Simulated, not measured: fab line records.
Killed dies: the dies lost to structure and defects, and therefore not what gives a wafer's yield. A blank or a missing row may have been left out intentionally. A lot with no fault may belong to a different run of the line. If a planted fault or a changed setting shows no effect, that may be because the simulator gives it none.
The tool behind it: which one?	flow n5-finfet	Sampling: 13 lots, 38 wafers, 6 of 1938 route steps

WHAT THE GAUGES SHOWED, per wafer
N5_BEOL_M4_RC_MEAS_101. Usual: DIBL_N 35.7 mV/V, standard deviation 1.5; DIBL_P 35.7 mV/V, standard deviation 2; IOFF_N 0.155 nA/um, standard deviation 0.026; IOFF_P 0.20 nA/um, standard deviation 0.031; ION_N 675 uA/um, standard deviation 11; ION_P 462 uA/um, standard deviation 7.1; SS_N 71.3 mV/dec, standard deviation 0.57; SS_P 73.1 mV/dec, standard deviation 0.56; VT_N 250 mV, standard deviation 3; VT_P -251 mV, standard deviation 3.
lot	measured	on	DIBL_N (mV/V)	DIBL_P (mV/V)	IOFF_N (nA/um)	IOFF_P (nA/um)	ION_N (uA/um)	ION_P (uA/um)	SS_N (mV/dec)	SS_P (mV/dec)	VT_N (mV)	VT_P (mV)	flag
L298	day 8 07:52	prober-02	36.7 37.2 35.3	36.3 36.8 34.4	0.153 0.171 0.142	0.21 0.23 0.18	667 673 666	459 459 461	71.6 71.7 71.2	72.7 73.6 72.6	251 250 252	-252 -249 -251	
L299	day 8 17:17	prober-01	37.9 37.5 35.9	38.4 37.2 36.3	0.208 0.182 0.166	0.24 0.23 0.22	696 671 688	472 461 474	72.1 71.8 70.9	73.4 73.3 73.4	245 247 247	-247 -248 -249	
L301	day 9 03:11	prober-01	33.4 34.5 38.2	31.3 33.0 37.4	0.106 0.128 0.184	0.17 0.19 0.25	662 681 683	458 469 470	70.5 71.2 72.4	72.4 73.6 74.7	255 252 248	-253 -251 -248	
L300	day 9 02:08	prober-02	34.0 36.0 33.7	33.8 37.2 33.5	0.141 0.186 0.142	0.19 0.26 0.19	683 685 678	462 468 465	71.2 71.9 70.4	72.1 73.3 72.3	250 245 249	-250 -246 -250	
L302	day 9 07:03	prober-02	36.1 37.1 35.4	34.7 34.5 32.9	0.165 0.181 0.140	0.21 0.20 0.18	674 694 678	460 468 464	72.0 72.9 71.3	72.9 73.0 72.6	248 248 251	-251 -252 -252	
L303	day 9 06:25	prober-01	32.8 30.9 34.8	32.8 30.8 34.6	0.124 0.101 0.152	0.17 0.14 0.19	669 638 676	460 444 460	71.5 69.9 71.7	72.4 71.8 72.7	251 256 247	-251 -255 -252	
L304	day 10 00:43	prober-01	36.2 37.4 35.3	37.5 38.2 36.8	0.178 0.200 0.169	0.24 0.24 0.22	685 684 686	470 469 475	71.6 71.5 70.8	72.9 73.6 72.9	246 245 247	-247 -246 -250	
L307	day 10 08:38	prober-01	34.8 36.7 36.9	33.6 35.2 35.2	0.122 0.161 0.152	0.17 0.18 0.19	652 677 675	450 459 450	71.1 71.2 71.0	73.1 73.7 72.9	255 248 253	-256 -256 -256	
L309	day 10 18:20	prober-02	34.3 36.0	32.8 35.0	0.128 0.170	0.16 0.20	664 689	452 464	70.4 71.7	73.3 73.6	251 246	-253 -251	
L312	day 12 04:06	prober-02	35.6 35.3	35.3 36.2	0.153 0.148	0.18 0.20	667 676	459 465	70.9 70.3	73.2 73.6	250 250	-250 -252	
L318	day 13 17:22	prober-01	34.4 33.9 36.7	34.9 34.4 37.3	0.137 0.128 0.166	0.18 0.18 0.21	666 659 675	456 456 459	71.0 71.1 71.2	72.7 72.4 73.2	251 252 250	-253 -255 -253	
L319	day 14 00:05	prober-02	31.0 36.2 37.6	29.9 35.2 38.5	0.093 0.162 0.201	0.14 0.20 0.26	657 678 679	459 460 464	69.6 71.8 71.5	71.6 73.4 73.3	255 248 249	-254 -250 -248	
L321	day 14 08:04	prober-02	36.7 37.4 35.5	38.3 38.4 37.9	0.173 0.189 0.159	0.21 0.22 0.21	680 674 683	466 461 462	72.6 71.5 72.3	73.2 73.3 72.8	247 246 249	-251 -251 -250	

TOOL THAT RAN EACH LOT (tool first, then ch and the chambers of the sampled wafers, then the start)
lot	N5_SPACER0_ALD_07	N5_SDB_DESCUM_16	N5_SDB_ALD_29	N5_DUMMY_REMOVAL_HM_STRIP_01	N5_HKMG_FIN_HK_ALD_01
L298	ald-sin-03 ch 2,3, day 2 23:27	rie-diel-01 ch 1,3, day 3 16:29	ald-sin-04 ch 0,2, day 3 17:18	rie-diel-04 ch 0,1, day 3 20:26	ald-hk-02 ch 2,3, day 3 20:59
L299	ald-sin-04 ch 0,1,3, day 3 09:02	rie-diel-06 ch 0,2,3, day 4 02:01	ald-sin-04 ch 1,2,3, day 4 03:12	rie-diel-05 ch 0,1,3, day 4 06:25	ald-hk-01 ch 0,1,2, day 4 06:59
L301	ald-sin-01 ch 1,2,3, day 3 18:49	rie-diel-01 ch 1,2, day 4 13:10	ald-sin-04 ch 1,2,3, day 4 14:36	rie-diel-05 ch 1,2, day 4 17:42	ald-hk-02 ch 1,2,3, day 4 18:16
L300	ald-sin-03 ch 1,3, day 3 20:53	rie-diel-03 ch 0,2,3, day 4 14:33	ald-sin-01 ch 0,3, day 4 15:23	rie-diel-05 ch 1,2, day 4 18:28	ald-hk-01 ch 0,2,3, day 4 19:01
L302	ald-sin-04 ch 0,1,2, day 4 02:39	rie-diel-01 ch 0,3, day 4 20:10	ald-sin-01 ch 0,2,3, day 4 20:58	rie-diel-02 ch 1,2,3, day 5 00:04	ald-hk-01 ch 0,1, day 5 00:37
L303	ald-sin-03 ch 0,2,3, day 4 07:53	rie-diel-03 ch 0,2,3, day 5 02:52	ald-sin-04 ch 0,1,2, day 5 03:54	rie-diel-05 ch 1,2, day 5 06:59	ald-hk-02 ch 1,2,3, day 5 07:32
L304	ald-sin-04 ch 0,2,3, day 4 12:21	rie-diel-01 ch 0,1,3, day 5 06:31	ald-sin-04 ch 0,1,2, day 5 07:42	rie-diel-02 ch 1,2,3, day 5 10:58	ald-hk-01 ch 0,1, day 5 11:31
L307	ald-sin-01 ch 0,1, day 5 06:41	rie-diel-03 ch 0,1,3, day 5 23:52	ald-sin-01 ch 0,1,3, day 6 01:01	rie-diel-02 ch 0,1, day 6 04:10	ald-hk-02 ch 0,1,3, day 6 04:44
L309	ald-sin-03 ch 0,1, day 5 19:22	rie-diel-03 ch 0,1, day 6 12:53	ald-sin-01 ch 0,1, day 6 15:01	rie-diel-02 ch 0,3, day 6 16:46	ald-hk-01 ch 0,3, day 6 17:27
L312	ald-sin-03 ch 0,2,3, day 6 12:44	rie-diel-06 ch 0,1, day 7 06:34	ald-sin-04 ch 0,3, day 7 07:35	rie-diel-04 ch 0,1, day 7 10:47	ald-hk-01 ch 1, day 7 11:23
L318	ald-sin-01 ch 2,3, day 8 06:16	rie-diel-03 ch 0,1,2, day 9 00:25	ald-sin-02 ch 0,1,3, day 9 01:15	rie-diel-05 ch 2,3, day 9 04:20	ald-hk-02 ch 0,1,2, day 9 04:53
L319	ald-sin-04 ch 1,2, day 8 07:49	rie-diel-06 ch 0,1,3, day 9 03:55	ald-sin-02 ch 0,2,3, day 9 04:53	rie-diel-02 ch 0,2, day 9 07:59	ald-hk-02 ch 1,2,3, day 9 08:32
L321	ald-sin-04 ch 0,2,3, day 8 23:34	rie-diel-03 ch 0,1,3, day 9 17:32	ald-sin-02 ch 0,2,3, day 9 18:20	rie-diel-05 ch 0,1,2, day 9 21:26	ald-hk-01 ch 0,1,3, day 9 21:59
- N5_SPACER0_ALD_07: deposits SiNx, target thk 2 nm.
- N5_SDB_DESCUM_16: chemistry O2, time 7.9 s.
- N5_SDB_ALD_29: deposits SiNx, target thk 30 nm, pulse time 1 s, ald cycles 600.
- N5_DUMMY_REMOVAL_HM_STRIP_01: strips SiNx in CH3F/O2, stops on poly-Si, target depth 4 nm, time 6.8 s.
- N5_HKMG_FIN_HK_ALD_01: deposits HfO2, target thk 1.6 nm, pulse time 3 s, purge time 3 s.

WHAT THE TOOLS THEMSELVES READ (means of the sampled wafers that have a number; where no wafer has one, the mark that the record gives instead)
N5_SPACER0_ALD_07. Usual: heater-power-outer-w 530 W, standard deviation 65; heater-power-w 857 W, standard deviation 100.
lot	tool	heater-power-outer-w (W)	heater-power-w (W)	flag
L298	ald-sin-03	480	736	
L299	ald-sin-04	545	862	
L301	ald-sin-01	576	867	
L300	ald-sin-03	507	873	
L302	ald-sin-04	556	930	
L303	ald-sin-03	467	757	
L304	ald-sin-04	520	855	
L307	ald-sin-01	567	922	
L309	ald-sin-03	489	837	
L312	ald-sin-03	468	764	
L318	ald-sin-01	569	849	
L319	ald-sin-04	601	986	
L321	ald-sin-04	535	849	

N5_SDB_DESCUM_16. Usual: bias-power-w 20.00 W, standard deviation 0.058; drypump-motor-current-A 5.8 A, standard deviation 0.52; oes-product-au 0.79 a.u., standard deviation 0.087; rf-vpp-V 243.8 V, standard deviation 1.5; showerhead-plenum-p-Torr 2.13 Torr, standard deviation 0.074; throttle-valve-pct 20.38 %, standard deviation 0.22.
lot	tool	bias-power-w (W)	drypump-motor-current-A (A)	oes-product-au (a.u.)	rf-vpp-V (V)	showerhead-plenum-p-Torr (Torr)	throttle-valve-pct (%)	flag
L298	rie-diel-01	19.99	6.1	0.70	242.4	2.04	20.28	
L299	rie-diel-06	19.99	5.8	0.71	242.2	2.08	20.50	
L301	rie-diel-01	20.03	5.6	0.76	242.0	2.05	20.10	
L300	rie-diel-03	20.02	5.4	0.90	242.5	2.11	20.42	
L302	rie-diel-01	20.00	6.5	0.74	244.4	2.17	20.43	
L303	rie-diel-03	20.08	5.4	0.89	243.6	2.11	20.43	
L304	rie-diel-01	19.96	6.2	0.73	242.5	2.11	20.30	
L307	rie-diel-03	19.97	5.6	0.83	243.5	2.12	20.37	
L309	rie-diel-03	19.93	5.3	0.82	244.6	2.15	20.27	
L312	rie-diel-06	20.05	6.0	0.72	244.7	2.17	20.51	
L318	rie-diel-03	20.03	5.2	0.81	243.8	2.14	20.44	
L319	rie-diel-06	20.03	5.9	0.78	244.2	2.20	20.51	
L321	rie-diel-03	19.99	5.5	0.80	244.1	2.10	20.39	

N5_SDB_ALD_29. Usual: heater-power-outer-w 540 W, standard deviation 68; heater-power-w 866 W, standard deviation 110; precursor-pulse-height-rel 0.999, standard deviation 0.023.
lot	tool	heater-power-outer-w (W)	heater-power-w (W)	precursor-pulse-height-rel	flag
L298	ald-sin-04	512	846	0.975	
L299	ald-sin-04	587	904	1.017	
L301	ald-sin-04	585	930	0.996	
L300	ald-sin-01	565	897	1.001	
L302	ald-sin-01	580	913	1.020	
L303	ald-sin-04	562	918	0.979	
L304	ald-sin-04	557	930	1.035	
L307	ald-sin-01	538	850	1.001	
L309	ald-sin-01	564	894	0.970	
L312	ald-sin-04	488	786	0.986	
L318	ald-sin-02	487	792	0.996	
L319	ald-sin-02	482	789	0.989	
L321	ald-sin-02	480	796	1.001	

N5_DUMMY_REMOVAL_HM_STRIP_01. Usual: bias-w 28.98 W, standard deviation 0.1; drypump-motor-current-A 5.6 A, standard deviation 0.37; oes-product-au 0.65 a.u., standard deviation 0.071; rf-vpp-V 127.6 V, standard deviation 1; showerhead-plenum-p-Torr 2.02 Torr, standard deviation 0.052; throttle-valve-pct 16.30 %, standard deviation 0.19.
lot	tool	bias-w (W)	drypump-motor-current-A (A)	oes-product-au (a.u.)	rf-vpp-V (V)	showerhead-plenum-p-Torr (Torr)	throttle-valve-pct (%)	flag
L298	rie-diel-04	28.96	5.7	0.62	127.9	2.01	16.25	
L299	rie-diel-05	28.98	5.8	0.61	126.8	2.03	16.49	
L301	rie-diel-05	29.06	5.5	0.72	127.4	2.03	16.15	
L300	rie-diel-05	28.89	5.5	0.72	127.2	2.03	16.15	
L302	rie-diel-02	28.98	5.2	0.60	128.7	2.05	16.33	
L303	rie-diel-05	28.99	5.5	0.72	127.0	2.03	16.15	
L304	rie-diel-02	29.03	5.2	0.60	128.5	2.05	16.33	
L307	rie-diel-02	28.91	5.1	0.57	128.1	1.99	16.39	
L309	rie-diel-02	28.91	5.3	0.58	128.1	1.98	16.43	
L312	rie-diel-04	28.99	5.7	0.74	128.3	1.99	16.15	
L318	rie-diel-05	29.06	5.5	0.72	127.1	2.01	16.16	
L319	rie-diel-02	28.99	5.4	0.73	128.4	2.08	15.95	
L321	rie-diel-05	29.03	5.7	0.64	127.7	2.04	16.38	

N5_HKMG_FIN_HK_ALD_01. Usual: precursor-pulse-height-rel 0.998, standard deviation 0.021.
lot	tool	precursor-pulse-height-rel	flag
L298	ald-hk-02	1.001	
L299	ald-hk-01	0.989	
L301	ald-hk-02	0.999	
L300	ald-hk-01	1.008	
L302	ald-hk-01	0.980	
L303	ald-hk-02	0.996	
L304	ald-hk-01	0.997	
L307	ald-hk-02	0.991	
L309	ald-hk-01	0.980	
L312	ald-hk-01	0.965	
L318	ald-hk-02	1.020	
L319	ald-hk-02	1.011	
L321	ald-hk-01	1.010	

THE ANSWER, worked out from the rows above alone
Rule: lot off if the mean of its wafers having a number is beyond 3 standard deviations from the usual mean. Also off: a lot with no number at a reading for which 4 or more lots have one. The other lots that the step has rows for count as sound. The gauges are gone through in route order, then the tools' own readings, and for those a lot's mean is taken as printed above. At the first step where some lot is off, the reading lying furthest off is the one used; lots without a number count as furthest.
No lot is off at any reading shown: from this, nothing can be told.

WHAT HAD BEEN PUT IN BY THE SIMULATOR
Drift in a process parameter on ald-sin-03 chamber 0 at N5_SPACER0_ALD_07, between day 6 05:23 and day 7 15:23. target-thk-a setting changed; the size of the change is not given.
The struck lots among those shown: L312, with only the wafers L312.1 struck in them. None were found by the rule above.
